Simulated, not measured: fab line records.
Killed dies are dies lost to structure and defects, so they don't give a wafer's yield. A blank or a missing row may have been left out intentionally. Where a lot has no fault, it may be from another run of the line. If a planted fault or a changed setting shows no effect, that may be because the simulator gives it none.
fab line records	flow n5_finfet
record: lots: 7	wafers: 21
route steps=1938 shown MOL_CONTACT_COAG@570 BEOL_M0_SAQP@636 BEOL_M0_CUTY@714 BEOL_M0@715 BEOL_M1@770 BEOL_M4@1050
start_h: the number of hours between the record's first day and the start of the first shown wafer of the lot	wait_h: hours since the lot's step before	" same as the row above	L1.1+2: one row covering several wafers at once	- value missing, or start not given	* or withheld: withheld	< > ~ a bound
route shown NAME@n: names a module that has steps shown in the file, with the first one's number in the route	usual: mean/standard deviation taken from wafers without a fault	same: alike in all rows	chamber/n: place in a boat	sites: each site's reading	_std_site: the values' standard deviation	_edge_site: outer sites' mean less inner sites'	radius_mm: how far each site lies from the wafer's centre	mask NAME#n: copy n	behind: the last tool/chamber to shape the wafer	hold: why the lot went on hold/how many hours it stayed there/how the hold came to an end	device: whichever transistor did not switch (one of n, p or np)	end of line: tests of these same wafers at the route's end	a step given without rows: its recipe and nothing more	killed: the dies lost at the first sort to structure and to defects; this is not the yield of the wafer	map: dies across one wafer; x = killed, . = not, _ = none there
set.NAME: the setting as run; set.NAME@STEP: as run at that earlier step	model.NAME: the simulator's own value behind a step, which no gauge read
lots run with intentionally changed settings; tables by step, rows by wafer
== steps ==
step: N5_MOL_CONTACT_COAG_EXPOSE_81
recipe: mask_id: VG	na: 0.33	source_shape: annular	sigma_inner: 0.3	sigma_outer: 0.7	polarization: unpolarized	defocus_nm: 0	dose_mj: 59.5
lot.wafer	tool	chamber	start_h	wait_h	mask	set.dose_mj
L075.1+3	euv_scanner-02	0	102.99	-	VG#0	59.5
L075.6	"	0	"	"	VG#0	56.51
L076.2+4+6	euv_scanner-02	0	110.40	-	VG#0	63.38
L084.2+6	euv_scanner-01	0	154.28	-	VG#0	56.35
L084.5	"	0	"	"	VG#0	59.5
L085.2+4+6	euv_scanner-02	0	163.44	-	VG#0	59.5
L089.3+5+6	euv_scanner-02	0	190.27	-	VG#0	59.5
L091.2+6	euv_scanner-01	0	201.09	-	VG#0	56.82
L091.4	"	0	"	"	VG#0	59.5
L097.1	euv_scanner-01	0	237.66	-	VG#0	63.33
L097.3+5	"	0	"	"	VG#0	59.5
step: N5_MOL_CONTACT_COAG_PEB_82
recipe: peb_temp_c: 100	peb_time_s: 60	resist: CAR-EUV
step: N5_MOL_CONTACT_COAG_DEVELOP_83
recipe: develop_time_s: 30	developer: TMAH	resist: CAR-EUV	rinse_liquid: surfactant_rinse	dry: air_spin	dev_temp_c: 23
step: N5_MOL_CONTACT_COAG_CD_MEAS_84
recipe: target_cd_nm: 25.1	landing_energy_ev: 500	detector: se_inlens	polarity: opening
usual: cd_nm: 25.04/0.23
lot.wafer	tool	chamber	start_h	wait_h	set.dose_mj@MOL_CONTACT_COAG_EXPOSE_81	cd_nm
L075.1	cd_sem-02	0	103.13	-	59.5	24.96
L075.3	"	0	"	"	59.5	25.15
L075.6	"	0	"	"	56.51	24.15
L076.2	cd_sem-02	0	110.53	-	63.38	26.53
L076.4	"	0	"	"	63.38	26.33
L076.6	"	0	"	"	63.38	26.79
L084.2	cd_sem-03	0	154.42	-	56.35	24.06
L084.5	"	0	"	"	59.5	25.13
L084.6	"	0	"	"	56.35	23.66
L085.2	cd_sem-01	0	163.57	-	59.5	25.11
L085.4	"	0	"	"	59.5	25.32
L085.6	"	0	"	"	59.5	25.25
L089.3	cd_sem-02	0	190.40	-	59.5	24.90
L089.5	"	0	"	"	59.5	24.70
L089.6	"	0	"	"	59.5	24.41
L091.2	cd_sem-03	0	201.23	-	56.82	24.17
L091.4	"	0	"	"	59.5	24.95
L091.6	"	0	"	"	56.82	24.07
L097.1	cd_sem-03	0	237.81	-	63.33	26.15
L097.3	"	0	"	"	59.5	25.09
L097.5	"	0	"	"	59.5	24.78
step: N5_BEOL_M0_SAQP_PECVD_96
recipe: material: a-Si	target_thk_a: 450	temp_c: 350	precursor: SiH4/He	pressure_torr: 3	rf_w: 100	time_s: 45.2
lot.wafer	tool	chamber	start_h	wait_h	set.time_s	model.a-Si_of_BEOL_M0_SAQP_PECVD_96.thk_nm
L075.1	pecvd-01	0	110.96	0.0	45.2	45.8
L075.3	"	2	"	"	45.2	45
L075.6	"	1	"	"	45.2	46.6
L076.2	pecvd-02	0	118.00	0.0	40.09	39.8
L076.4	"	2	"	"	45.2	45.6
L076.6	"	0	"	"	40.09	40.4
L084.2	pecvd-01	1	163.14	0.0	40.74	41.6
L084.5	"	1	"	"	45.2	47
L084.6	"	0	"	"	45.2	46.2
L085.2	pecvd-02	2	172.58	0.0	41.29	41.6
L085.4	"	0	"	"	41.29	41.4
L085.6	"	1	"	"	45.2	45
L089.3	pecvd-02	1	199.69	0.0	45.2	44.6
L089.5+6	"	0,1	"	"	45.2	45.2
L091.2	pecvd-01	0	212.21	0.0	45.2	45.2
L091.4	"	1	"	"	45.2	46
L091.6	"	0	"	"	45.2	46.4
L097.1	pecvd-04	2	246.40	0.0	45.2	43.8
L097.3	"	0	"	"	49.37	47.4
L097.5	"	2	"	"	45.2	45
step: N5_BEOL_M0_SAQP_SPACER2_ALD_26
recipe: material: SiO2	target_thk_a: 150	temp_c: 300	ald_precursor_family: BDEAS	ald_co_reactant: O2-plasma	pulse_time_s: 1	purge_time_s: 2	co_reactant_purge_time_s: 2	pressure_torr: 2
lot.wafer	tool	chamber	start_h	wait_h	set.target_thk_a	set.time_s@BEOL_M0_SAQP_PECVD_96	model.a-Si_of_BEOL_M0_SAQP_PECVD_96.thk_nm	model.SiO2_of_BEOL_M0_SAQP_SPACER2_ALD_26.thk_nm
L075.1	ald_sin-02	0	114.29	0.1	150	45.2	45	15
L075.3	"	1	"	"	150	45.2	44.4	15.2
L075.6	"	3	"	"	165.8	45.2	45.8	16.6
L076.2	ald_sin-02	2	122.02	0.5	130.7	40.09	39	13
L076.4	"	3	"	"	130.7	45.2	45	13
L076.6	"	2	"	"	150	40.09	39.6	15
L084.2	ald_sin-01	1	167.79	0.3	134.6	40.74	40.8	13.4
L084.5	"	3	"	"	134.6	45.2	46.2	13.4
L084.6	"	0	"	"	134.6	45.2	45.4	13.4
L085.2	ald_sin-04	0	175.93	0.1	137.4	41.29	40.8	13.8
L085.4	"	2	"	"	150	41.29	40.6	14.8
L085.6	"	2	"	"	150	45.2	44.4	14.8
L089.3	ald_sin-04	0	205.15	1.1	150	45.2	43.8	15
L089.5	"	3	"	"	150	45.2	44.6	15
L089.6	"	0	"	"	150	45.2	44.4	15
L091.2	ald_sin-02	1	215.68	0.1	150	45.2	44.4	15
L091.4	"	3	"	"	135.9	45.2	45.4	13.4
L091.6	"	1	"	"	135.9	45.2	45.6	13.6
L097.1	ald_sin-02	1	249.62	0.1	169.9	45.2	43	17
L097.3	"	0	"	"	169.9	49.37	46.6	17.2
L097.5	"	1	"	"	150	45.2	44.2	15
step: N5_BEOL_M0_SAQP_SPACER2_ETCHBACK_27
recipe: chemistry: CHF3/O2	mode: anisotropic_etchback	target: SiO2	target_depth_a: 225	time_s: 11.25	pressure_mtorr: 30	source_w: 650	bias_w: 170	Ar_flow_sccm: 200	CHF3_flow_sccm: 50	O2_flow_sccm: 5	ion_energy_ev: 200
lot.wafer	tool	chamber	start_h	wait_h	set.time_s@BEOL_M0_SAQP_PECVD_96	model.a-Si_of_BEOL_M0_SAQP_PECVD_96.thk_nm
L075.1	rie_diel-06	2	114.90	0.4	45.2	43.6
L075.3	"	0	"	"	45.2	42.8
L075.6	"	0	"	"	45.2	44.2
L076.2	rie_diel-02	0	122.63	0.4	40.09	37.6
L076.4	"	3	"	"	45.2	43.6
L076.6	"	2	"	"	40.09	38.2
L084.2	rie_diel-04	0	168.34	0.3	40.74	39.6
L084.5	"	0	"	"	45.2	44.8
L084.6	"	1	"	"	45.2	44
L085.2	rie_diel-02	3	176.48	0.3	41.29	39.6
L085.4	"	0	"	"	41.29	39.2
L085.6	"	2	"	"	45.2	42.8
L089.3	rie_diel-04	0	205.70	0.3	45.2	42.4
L089.5	"	2	"	"	45.2	43.2
L089.6	"	3	"	"	45.2	43
L091.2	rie_diel-02	3	216.23	0.3	45.2	43.2
L091.4	"	1	"	"	45.2	43.8
L091.6	"	1	"	"	45.2	44.2
L097.1	rie_diel-02	3	250.18	0.3	45.2	41.8
L097.3	"	0	"	"	49.37	45
L097.5	"	3	"	"	45.2	43
step: N5_BEOL_M0_SAQP_MANDREL2_REMOVE_110
recipe: chemistry: HBr/Cl2/O2	bt_time_s: 10	target: a-Si	stop_on: SiCN	endpoint: OES-SiCl	over_etch_frac: 1	icp_w: 600	bias_w: 30	HBr_flow_sccm: 150	Cl2_flow_sccm: 80	O2_flow_sccm: 5	pressure_mtorr: 10
lot.wafer	tool	chamber	start_h	wait_h	set.target_thk_a@BEOL_M0_SAQP_SPACER2_ALD_26	model.BEOL_M0_SAQP.cd_nm
L075.1+3	rie_si-06	1,0	114.99	0.1	150	15.2
L075.6	"	3	"	"	165.8	16.6
L076.2+4	rie_si-06	0,3	122.72	0.1	130.7	13
L076.6	"	2	"	"	150	15
L084.2+6	rie_si-02	1	168.43	0.1	134.6	13.6
L084.5	"	0	"	"	134.6	13.2
L085.2	rie_si-01	0	176.58	0.1	137.4	13.8
L085.4+6	"	2,3	"	"	150	14.8
L089.3+5+6	rie_si-01	3,2,3	205.79	0.1	150	15
L091.2	rie_si-01	1	216.32	0.1	150	15
L091.4+6	"	2,1	"	"	135.9	13.6
L097.1	rie_si-06	3	250.27	0.1	169.9	17
L097.3	"	1	"	"	169.9	17.2
L097.5	"	0	"	"	150	15
step: N5_BEOL_M0_SAQP_CD_MEAS_29
recipe: target_cd_nm: 14.4	landing_energy_ev: 1000	detector: se_inlens
usual: cd_nm: 14.95/0.26
lot.wafer	tool	chamber	start_h	wait_h	set.target_thk_a@BEOL_M0_SAQP_SPACER2_ALD_26	cd_nm
L075.1	cd_sem-03	0	115.10	0.1	150	15.04
L075.3	"	0	"	"	150	14.86
L075.6	"	0	"	"	165.8	16.60
L076.2	cd_sem-02	0	122.83	0.1	130.7	12.70
L076.4	"	0	"	"	130.7	12.77
L076.6	"	0	"	"	150	14.81
L084.2	cd_sem-01	0	168.54	0.1	134.6	13.78
L084.5	"	0	"	"	134.6	13.04
L084.6	"	0	"	"	134.6	13.82
L085.2	cd_sem-02	0	176.69	0.1	137.4	13.60
L085.4	"	0	"	"	150	14.76
L085.6	"	0	"	"	150	14.80
L089.3	cd_sem-03	0	205.91	0.1	150	14.93
L089.5	"	0	"	"	150	15.08
L089.6	"	0	"	"	150	14.96
L091.2	cd_sem-01	0	216.43	0.1	150	15.27
L091.4	"	0	"	"	135.9	13.47
L091.6	"	0	"	"	135.9	13.47
L097.1	cd_sem-02	0	250.38	0.1	169.9	16.61
L097.3	"	0	"	"	169.9	16.88
L097.5	"	0	"	"	150	15.11
step: N5_BEOL_M0_SAQP_EXPOSE_37
recipe: mask_id: M0_CUT1	na: 0.33	source_shape: annular	sigma_inner: 0.35	sigma_outer: 0.8	polarization: unpolarized	target_cd_nm: 30	dose_mj: 44.75
lot.wafer	tool	chamber	start_h	wait_h	mask	set.dose_mj
L075.1	euv_scanner-01	0	115.29	-	M0_CUT1#0	41.64
L075.3+6	"	0	"	"	M0_CUT1#0	44.75
L076.2+4+6	euv_scanner-02	0	123.16	-	M0_CUT1#0	41.61
L084.2	euv_scanner-01	0	168.84	-	M0_CUT1#0	43.27
L084.5+6	"	0	"	"	M0_CUT1#0	44.75
L085.2+6	euv_scanner-02	0	176.99	-	M0_CUT1#0	44.75
L085.4	"	0	"	"	M0_CUT1#0	47.75
L089.3+5+6	euv_scanner-02	0	206.22	-	M0_CUT1#0	44.75
L091.2+4	euv_scanner-02	0	216.61	-	M0_CUT1#0	47.72
L091.6	"	0	"	"	M0_CUT1#0	44.75
L097.1+3+5	euv_scanner-01	0	250.68	-	M0_CUT1#0	43.91
step: N5_BEOL_M0_SAQP_PEB_38
recipe: peb_temp_c: 100	peb_time_s: 60	resist: CAR-EUV
step: N5_BEOL_M0_SAQP_DEVELOP_39
recipe: develop_time_s: 30	developer: TMAH	resist: CAR-EUV	rinse_liquid: surfactant_rinse	dry: air_spin	dev_temp_c: 23
step: N5_BEOL_M0_SAQP_CD_MEAS_40
recipe: target_cd_nm: 30	landing_energy_ev: 500	detector: se_inlens
usual: cd_nm: 29.99/0.27
lot.wafer	tool	chamber	start_h	wait_h	set.dose_mj@BEOL_M0_SAQP_EXPOSE_37	cd_nm
L075.1	cd_sem-01	0	115.42	-	41.64	28.90
L075.3	"	0	"	"	44.75	30.19
L075.6	"	0	"	"	44.75	30.12
L076.2	cd_sem-03	0	123.29	-	41.61	28.18
L076.4	"	0	"	"	41.61	28.35
L076.6	"	0	"	"	41.61	27.61
L084.2	cd_sem-02	0	168.97	-	43.27	29.55
L084.5	"	0	"	"	44.75	30.25
L084.6	"	0	"	"	44.75	29.95
L085.2	cd_sem-02	0	177.12	-	44.75	29.85
L085.4	"	0	"	"	47.75	31.06
L085.6	"	0	"	"	44.75	30.24
L089.3	cd_sem-02	0	206.34	-	44.75	29.48
L089.5	"	0	"	"	44.75	29.86
L089.6	"	0	"	"	44.75	30.08
L091.2	cd_sem-02	0	216.74	-	47.72	30.93
L091.4	"	0	"	"	47.72	31.09
L091.6	"	0	"	"	44.75	29.75
L097.1	cd_sem-02	0	250.81	-	43.91	29.80
L097.3	"	0	"	"	43.91	29.70
L097.5	"	0	"	"	43.91	29.54
step: N5_BEOL_M0_SAQP_DESCUM_45
recipe: chemistry: O2	time_s: 7	source_power_w: 50	bias_power_w: 20	pressure_mtorr: 20	rf_frequency_hz: 2.712e+07	temp_c: 40	resist: CAR-EUV	o2_flow_sccm: 225
lot.wafer	tool	chamber	start_h	wait_h	set.dose_mj@BEOL_M0_SAQP_EXPOSE_37	model.BEOL_M0_SAQP.cd_nm
L075.1	rie_diel-06	0	115.55	0.0	41.64	28.4
L075.3+6	"	3,2	"	"	44.75	30.2
L076.2	rie_diel-04	1	123.41	0.0	41.61	28.2
L076.4	"	0	"	"	41.61	28.4
L076.6	"	2	"	"	41.61	28
L084.2	rie_diel-06	2	169.17	0.1	43.27	29.2
L084.5	"	1	"	"	44.75	30
L084.6	"	2	"	"	44.75	30.2
L085.2+6	rie_diel-06	2	177.30	0.1	44.75	30
L085.4	"	1	"	"	47.75	31.4
L089.3	rie_diel-04	2	206.46	0.0	44.75	29.6
L089.5	"	2	"	"	44.75	29.8
L089.6	"	3	"	"	44.75	30
L091.2	rie_diel-04	2	217.07	0.2	47.72	30.6
L091.4	"	1	"	"	47.72	30.8
L091.6	"	2	"	"	44.75	29.6
L097.1	rie_diel-04	0	251.27	0.4	43.91	30
L097.3	"	1	"	"	43.91	29.6
L097.5	"	2	"	"	43.91	29.4
step: N5_BEOL_M0_SAQP_ETCH_88
recipe: chemistry: N2/H2	target: underlayer	target_depth_a: 65	time_s: 5.2	ion_energy_ev: 200	mask_material: CAR-EUV	pressure_mtorr: 30	source_w: 840	bias_w: 150	n2_flow_sccm: 200	h2_flow_sccm: 200	ends: cleared
lot.wafer	tool	chamber	start_h	wait_h	set.dose_mj@BEOL_M0_SAQP_EXPOSE_37	model.BEOL_M0_SAQP.cd_nm
L075.1	rie_diel-06	0	115.58	0.0	41.64	28.4
L075.3	"	3	"	"	44.75	30.2
L075.6	"	2	"	"	44.75	30
L076.2	rie_diel-04	1	123.44	0.0	41.61	28.2
L076.4	"	0	"	"	41.61	28.4
L076.6	"	2	"	"	41.61	28
L084.2	rie_diel-06	2	169.21	0.0	43.27	29.2
L084.5+6	"	1,2	"	"	44.75	30.2
L085.2+6	rie_diel-06	2	177.33	0.0	44.75	30
L085.4	"	1	"	"	47.75	31.4
L089.3	rie_diel-04	2	206.50	0.0	44.75	29.8
L089.5+6	"	2,3	"	"	44.75	30
L091.2	rie_diel-04	2	217.10	0.0	47.72	30.8
L091.4	"	1	"	"	47.72	31
L091.6	"	2	"	"	44.75	29.8
L097.1	rie_diel-04	0	251.31	0.0	43.91	29.8
L097.3+5	"	1,2	"	"	43.91	29.6
step: N5_BEOL_M0_SAQP_ETCH_73
recipe: chemistry: CF4	target: SiARC	target_depth_a: 195	mask_material: CAR-EUV	time_s: 32.5	ion_energy_ev: 80	pressure_mtorr: 40	source_w: 545	bias_w: 36	Ar_flow_sccm: 100	cf4_flow_sccm: 100	ends: cleared
lot.wafer	tool	chamber	start_h	wait_h	set.dose_mj@BEOL_M0_SAQP_EXPOSE_37	model.BEOL_M0_SAQP.cd_nm
L075.1	rie_diel-06	0	115.60	0.0	41.64	28.4
L075.3	"	3	"	"	44.75	30.4
L075.6	"	2	"	"	44.75	30
L076.2+6	rie_diel-04	1,2	123.46	0.0	41.61	28
L076.4	"	0	"	"	41.61	28.4
L084.2	rie_diel-06	2	169.23	0.0	43.27	29.2
L084.5+6	"	1,2	"	"	44.75	30.2
L085.2+6	rie_diel-06	2	177.35	0.0	44.75	30
L085.4	"	1	"	"	47.75	31.6
L089.3+5+6	rie_diel-04	2,2,3	206.51	0.0	44.75	29.8
L091.2	rie_diel-04	2	217.12	0.0	47.72	31
L091.4	"	1	"	"	47.72	30.8
L091.6	"	2	"	"	44.75	29.8
L097.1	rie_diel-04	0	251.32	0.0	43.91	29.8
L097.3+5	"	1,2	"	"	43.91	29.6
step: N5_BEOL_M0_SAQP_CUT_ETCH_46
recipe: chemistry: N2/H2	target: SOC	target_depth_a: 1350	overetch_a: 270	temp_c: 40	time_s: 202.5	ion_energy_ev: 200	mask_material: SiARC	pressure_mtorr: 30	source_w: 840	bias_w: 150	n2_flow_sccm: 200	h2_flow_sccm: 200
step: N5_BEOL_M0_SAQP_STRIP_74
recipe: chemistry: N2/H2	temp_c: 40	n2_flow_sccm: 200	h2_flow_sccm: 200	rf_frequency_hz: 6e+07
step: N5_BEOL_M0_CUTY_STRIP_64
recipe: chemistry: N2/H2	temp_c: 40	n2_flow_sccm: 200	h2_flow_sccm: 200	rf_frequency_hz: 6e+07
step: N5_BEOL_M0_ETCH_138
recipe: chemistry: CH3F/O2	target_depth_a: 120	target: SiCN	time_s: 31.6	ion_energy_ev: 120	pressure_mtorr: 30	source_w: 395	bias_w: 75	Ar_flow_sccm: 150	CH3F_flow_sccm: 30	O2_flow_sccm: 20	ends: cleared
step: N5_BEOL_M0_HM_OPEN_105
recipe: chemistry: Cl2/BCl3	target_depth_a: 120	target: TiN	ion_energy_ev: 150	pressure_mtorr: 10	icp_w: 1000	bias_w: 126	Cl2_flow_sccm: 53.25	bcl3_flow_sccm: 21.75	Ar_flow_sccm: 25
lot.wafer	tool	chamber	start_h	wait_h	set.target_thk_a@BEOL_M0_SAQP_SPACER2_ALD_26	model.SiO2_of_BEOL_M0_SAQP_SPACER2_ALD_26.thk_nm
L075.1	rie_metal-03	0	120.34	3.2	150	2.6
L075.3	"	1	"	"	150	3
L075.6	"	0	"	"	165.8	4.2
L076.2+4	rie_metal-01	1	125.94	0.6	130.7	1.6
L076.6	"	1	"	"	150	2.4
L084.2+5+6	rie_metal-02	0,1,0	174.57	3.6	134.6	1.8
L085.2	rie_metal-03	1	180.71	1.7	137.4	1.8
L085.4	"	1	"	"	150	2.6
L085.6	"	1	"	"	150	2.8
L089.3+6	rie_metal-03	0	213.59	5.5	150	3
L089.5	"	1	"	"	150	2.8
L091.2	rie_metal-03	1	220.70	1.9	150	3.2
L091.4	"	0	"	"	135.9	1.6
L091.6	"	0	"	"	135.9	1.8
L097.1	rie_metal-01	1	257.62	4.4	169.9	4.6
L097.3	"	0	"	"	169.9	4.8
L097.5	"	1	"	"	150	2.6
step: N5_BEOL_M1_ETCH_64
recipe: chemistry: N2/H2	target: SOC	target_depth_a: 750	overetch_a: 150	mask_material: SiARC	temp_c: 40	time_s: 112.5	ion_energy_ev: 200	pressure_mtorr: 30	source_w: 840	bias_w: 150	n2_flow_sccm: 200	h2_flow_sccm: 200
usual: rf_vpp_V: 523.9/2.5
lot.wafer	tool	chamber	start_h	wait_h	set.bias_w	rf_vpp_V	model.SiARC_of_BEOL_M1_COAT_62.thk_nm
L075.1	rie_diel-06	2	126.32	0.0	150	522.7	6.8
L075.3	"	0	"	"	150	526.6	6.6
L075.6	"	2	"	"	150	522.7	6.8
L076.2	rie_diel-06	1	132.70	0.0	123	464.1	8
L076.4	"	2	"	"	150	521.8	6.8
L076.6	"	1	"	"	150	525.9	6.8
L084.2	rie_diel-06	1	185.63	0.0	150	523.8	7
L084.5	"	3	"	"	150	520.7	6.8
L084.6	"	2	"	"	169.1	564.4	6
L085.2	rie_diel-04	1	187.64	0.0	126.7	473.2	8
L085.4	"	3	"	"	126.7	465.7	8.2
L085.6	"	0	"	"	126.7	473.0	8.2
L089.3	rie_diel-06	0	219.62	0.0	150	525.5	6.6
L089.5	"	1	"	"	150	524.8	7
L089.6	"	2	"	"	150	522.6	6.8
L091.2	rie_diel-04	0	228.62	0.0	157.5	541.0	7
L091.4	"	2	"	"	150	527.3	7
L091.6	"	0	"	"	150	525.8	7.2
L097.1	rie_diel-06	1	263.16	0.0	150	525.9	7
L097.3	"	2	"	"	150	520.6	6.8
L097.5	"	3	"	"	150	520.2	6.8
step: N5_BEOL_M4_COAT_22
recipe: resist: CAR-EUV	spin_rpm: 1500	resist_thk_nm: 30
lot.wafer	tool	chamber	start_h	wait_h	set.spin_rpm	model.CAR-EUV_of_BEOL_M4_COAT_22.thk_nm
L075.1	litho_track-04	0	-	-	1631	28.8
L075.3	"	0	"	"	1631	28.6
L075.6	"	0	"	"	1500	30
L076.2+4+6	litho_track-02	0	-	-	1500	30
L084.2	litho_track-03	0	-	-	1562	29.4
L084.5	"	0	"	"	1500	29.8
L084.6	"	0	"	"	1500	30
L085.2	litho_track-03	0	-	-	1500	29.8
L085.4+6	"	0	"	"	1634	28.6
L089.3+5+6	litho_track-04	0	-	-	1500	30
L091.2+6	litho_track-03	0	-	-	1500	30
L091.4	"	0	"	"	1452	30.6
L097.1+3+5	litho_track-02	0	-	-	1500	30
== key ==
split: step: N5_MOL_CONTACT_COAG_EXPOSE_81	setting: dose_mj	stated: 59.5	by: wafer
response: step: N5_MOL_CONTACT_COAG_CD_MEAS_84	reading: cd_nm	change: +0.198	per: 1%	r: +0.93
split: step: N5_BEOL_M0_SAQP_PECVD_96	setting: time_s	stated: 45.2	by: wafer
response: step: N5_BEOL_M0_SAQP_PECVD_96	reading: model.a-Si_of_BEOL_M0_SAQP_PECVD_96.thk_nm	change: +0.44	per: 1%	r: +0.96
response: step: N5_BEOL_M0_SAQP_SPACER2_ALD_26	reading: model.a-Si_of_BEOL_M0_SAQP_PECVD_96.thk_nm	change: +0.45	per: 1%	r: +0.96
response: step: N5_BEOL_M0_SAQP_SPACER2_ETCHBACK_27	reading: model.a-Si_of_BEOL_M0_SAQP_PECVD_96.thk_nm	change: +0.429	per: 1%	r: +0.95
split: step: N5_BEOL_M0_SAQP_SPACER2_ALD_26	setting: target_thk_a	stated: 150	by: wafer
response: step: N5_BEOL_M0_SAQP_SPACER2_ALD_26	reading: model.SiO2_of_BEOL_M0_SAQP_SPACER2_ALD_26.thk_nm	change: +0.15	per: 1%	r: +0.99
response: step: N5_BEOL_M0_SAQP_MANDREL2_REMOVE_110	reading: model.BEOL_M0_SAQP.cd_nm	change: +0.147	per: 1%	r: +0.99
response: step: N5_BEOL_M0_SAQP_CD_MEAS_29	reading: cd_nm	change: +0.152	per: 1%	r: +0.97
response: step: N5_BEOL_M0_HM_OPEN_105	reading: model.SiO2_of_BEOL_M0_SAQP_SPACER2_ALD_26.thk_nm	change: +0.122	per: 1%	r: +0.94
split: step: N5_BEOL_M0_SAQP_EXPOSE_37	setting: dose_mj	stated: 44.75	by: wafer
response: step: N5_BEOL_M0_SAQP_CD_MEAS_40	reading: cd_nm	change: +0.174	per: 1%	r: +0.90
response: step: N5_BEOL_M0_SAQP_DESCUM_45	reading: model.BEOL_M0_SAQP.cd_nm	change: +0.217	per: 1%	r: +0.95
response: step: N5_BEOL_M0_SAQP_ETCH_88	reading: model.BEOL_M0_SAQP.cd_nm	change: +0.215	per: 1%	r: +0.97
response: step: N5_BEOL_M0_SAQP_ETCH_73	reading: model.BEOL_M0_SAQP.cd_nm	change: +0.228	per: 1%	r: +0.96
split: step: N5_BEOL_M1_ETCH_64	setting: bias_w	stated: 150	by: wafer
response: step: N5_BEOL_M1_ETCH_64	reading: rf_vpp_V	change: +3.3	per: 1%	r: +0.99
response: step: N5_BEOL_M1_ETCH_64	reading: model.SiARC_of_BEOL_M1_COAT_62.thk_nm	change: -0.0657	per: 1%	r: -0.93
split: step: N5_BEOL_M4_COAT_22	setting: spin_rpm	stated: 1500	by: wafer
response: step: N5_BEOL_M4_COAT_22	reading: model.CAR-EUV_of_BEOL_M4_COAT_22.thk_nm	change: -0.142	per: 1%	r: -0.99
